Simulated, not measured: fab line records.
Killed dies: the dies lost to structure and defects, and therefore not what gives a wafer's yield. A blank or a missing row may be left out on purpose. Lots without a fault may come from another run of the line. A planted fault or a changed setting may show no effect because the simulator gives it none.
What tool caused it? / flow nand harc / Sampling: 15 lots, 43 wafers, 4 of 1302 route steps

## WHAT THE GAUGES SHOWED, per wafer
NHARC_A_ONON_D1_THK_MEAS_11: measures by ellipsometry. Usual: thk nm 997 nm, standard deviation 9.6.
lot=L725; measured=day 8 08:11; on=film metro-02; thk nm (nm)=1014 1013 1015; flag=
lot=L726; measured=day 8 12:17; on=film metro-01; thk nm (nm)=998 998 998; flag=
lot=L728; measured=day 9 15:42; on=film metro-02; thk nm (nm)=1006 1008 1009; flag=
lot=L729; measured=day 10 08:27; on=film metro-02; thk nm (nm)=996 997 998; flag=
lot=L731; measured=day 10 13:15; on=film metro-01; thk nm (nm)=987 985 985; flag=
lot=L732; measured=day 11 05:11; on=film metro-02; thk nm (nm)=997 996 997; flag=
lot=L735; measured=day 12 07:38; on=film metro-02; thk nm (nm)=996 996 996; flag=
lot=L736; measured=day 12 16:56; on=film metro-02; thk nm (nm)=995 996; flag=
lot=L737; measured=day 13 05:19; on=film metro-02; thk nm (nm)=998 999; flag=
lot=L739; measured=day 13 20:23; on=film metro-02; thk nm (nm)=999 999 1000; flag=
lot=L742; measured=day 15 00:16; on=film metro-02; thk nm (nm)=990 989 991; flag=
lot=L743; measured=day 15 19:41; on=film metro-02; thk nm (nm)=1001 1001 1003; flag=
lot=L745; measured=day 16 09:03; on=film metro-02; thk nm (nm)=1001 1000 1000; flag=
lot=L746; measured=day 17 04:49; on=film metro-01; thk nm (nm)=987 988 987; flag=
lot=L747; measured=day 17 13:25; on=film metro-01; thk nm (nm)=993 993 993; flag=

NHARC_A_ONON_D1_THK_MEAS_27: measures by ellipsometry. Usual: thk nm 997 nm, standard deviation 8.8.
lot=L725; measured=day 8 21:34; on=film metro-01; thk nm (nm)=1001 1001 998; flag=
lot=L726; measured=day 8 21:33; on=film metro-02; thk nm (nm)=988 988 989; flag=
lot=L728; measured=day 10 01:44; on=film metro-02; thk nm (nm)=984 985 986; flag=
lot=L729; measured=day 10 20:26; on=film metro-02; thk nm (nm)=980 979 980; flag=
lot=L731; measured=day 10 20:49; on=film metro-02; thk nm (nm)=1012 1010 1011; flag=
lot=L732; measured=day 11 15:29; on=film metro-01; thk nm (nm)=996 996 996; flag=
lot=L735; measured=day 12 17:40; on=film metro-02; thk nm (nm)=999 687 1000; flag=OFF
lot=L736; measured=day 13 03:02; on=film metro-02; thk nm (nm)=678 679; flag=OFF
lot=L737; measured=day 13 16:49; on=film metro-01; thk nm (nm)=986 674; flag=OFF
lot=L739; measured=day 14 06:59; on=film metro-01; thk nm (nm)=986 983 985; flag=
lot=L742; measured=day 15 10:29; on=film metro-01; thk nm (nm)=1004 1004 1003; flag=
lot=L743; measured=day 16 05:46; on=film metro-02; thk nm (nm)=1010 1010 1009; flag=
lot=L745; measured=day 16 19:32; on=film metro-01; thk nm (nm)=1000 1000 999; flag=
lot=L746; measured=day 17 14:54; on=film metro-01; thk nm (nm)=997 998 998; flag=
lot=L747; measured=day 18 00:46; on=film metro-01; thk nm (nm)=1000 999 999; flag=

NHARC_A_ONON_D1_INSPECT_32. Usual: raw defect count 75, standard deviation 29.
lot=L725; measured=day 8 22:50; on=defect inspect-02; raw defect count=92 72 137; flag=
lot=L726; measured=day 8 22:40; on=defect inspect-02; raw defect count=51 32 48; flag=
lot=L728; measured=day 10 02:52; on=defect inspect-02; raw defect count=99 90 96; flag=
lot=L729; measured=day 10 21:32; on=defect inspect-01; raw defect count=60 40 63; flag=
lot=L731; measured=day 10 21:58; on=defect inspect-02; raw defect count=104 87 71; flag=
lot=L732; measured=day 11 16:35; on=defect inspect-02; raw defect count=81 66 76; flag=
lot=L735; measured=day 12 18:46; on=defect inspect-01; raw defect count=68 36 49; flag=
lot=L736; measured=day 13 04:08; on=defect inspect-02; raw defect count=30 37; flag=
lot=L737; measured=day 13 17:56; on=defect inspect-01; raw defect count=74 60; flag=
lot=L739; measured=day 14 08:05; on=defect inspect-02; raw defect count=80 76 71; flag=
lot=L742; measured=day 15 11:37; on=defect inspect-02; raw defect count=62 36 57; flag=
lot=L743; measured=day 16 06:52; on=defect inspect-01; raw defect count=93 88 63; flag=
lot=L745; measured=day 16 20:38; on=defect inspect-02; raw defect count=69 57 81; flag=
lot=L746; measured=day 17 16:01; on=defect inspect-02; raw defect count=126 150 121; flag=
lot=L747; measured=day 18 02:01; on=defect inspect-02; raw defect count=55 24 75; flag=

## WHICH TOOL RAN EACH LOT (tool, then ch and the chambers of the sampled wafers, then the start)
lot=L725; NHARC_A_ONON_D1_DEP_25=pecvd onon-03 ch 0, day 8 21:03
lot=L726; NHARC_A_ONON_D1_DEP_25=pecvd onon-04 ch 0, day 8 21:02
lot=L728; NHARC_A_ONON_D1_DEP_25=pecvd onon-03 ch 0, day 10 01:13
lot=L729; NHARC_A_ONON_D1_DEP_25=pecvd onon-04 ch 0, day 10 19:55
lot=L731; NHARC_A_ONON_D1_DEP_25=pecvd onon-04 ch 0, day 10 20:17
lot=L732; NHARC_A_ONON_D1_DEP_25=pecvd onon-03 ch 0, day 11 14:59
lot=L735; NHARC_A_ONON_D1_DEP_25=pecvd onon-04 ch 0, day 12 17:09
lot=L736; NHARC_A_ONON_D1_DEP_25=pecvd onon-04 ch 0, day 13 02:36
lot=L737; NHARC_A_ONON_D1_DEP_25=pecvd onon-04 ch 0, day 13 16:19
lot=L739; NHARC_A_ONON_D1_DEP_25=pecvd onon-03 ch 0, day 14 06:35
lot=L742; NHARC_A_ONON_D1_DEP_25=pecvd onon-02 ch 0, day 15 10:02
lot=L743; NHARC_A_ONON_D1_DEP_25=pecvd onon-02 ch 0, day 16 05:19
lot=L745; NHARC_A_ONON_D1_DEP_25=pecvd onon-04 ch 0, day 16 19:01
lot=L746; NHARC_A_ONON_D1_DEP_25=pecvd onon-04 ch 0, day 17 14:23
lot=L747; NHARC_A_ONON_D1_DEP_25=pecvd onon-04 ch 0, day 18 00:18
- NHARC_A_ONON_D1_DEP_25: target thk 1000 nm.

## AS READ BY THE TOOLS THEMSELVES (means over the sampled wafers that have a number; for cases with no such wafer, the mark the record gives instead)
The record holds no such reading with a usual standard deviation.

## THE ANSWER, worked out from the rows above alone
Rule: a lot counts as off when the mean over its wafers that have a number is more than 3 standard deviations away from the usual mean. Also off: a lot with no number at a reading for which 4 or more lots have one. Any other lot the step has rows for is counted as sound. After the gauges, taken in route order, come the tools' own readings; for these a lot's mean is taken, as printed above. The first step at which some lot is off is used, and at that step the reading that is off furthest; a lot without a number counts as furthest.
Off at NHARC_A_ONON_D1_THK_MEAS_27 (thk nm): L735, L736, L737.
If a tool, at a process step before that reading, ran all the lots that are off and no sound lot after the first of them, it fits. The gauges at NHARC_A_ONON_D1_THK_MEAS_27 are tried like those tools. Not one of the candidates tried fits.

## WHAT THE SIMULATOR HAD PUT IN
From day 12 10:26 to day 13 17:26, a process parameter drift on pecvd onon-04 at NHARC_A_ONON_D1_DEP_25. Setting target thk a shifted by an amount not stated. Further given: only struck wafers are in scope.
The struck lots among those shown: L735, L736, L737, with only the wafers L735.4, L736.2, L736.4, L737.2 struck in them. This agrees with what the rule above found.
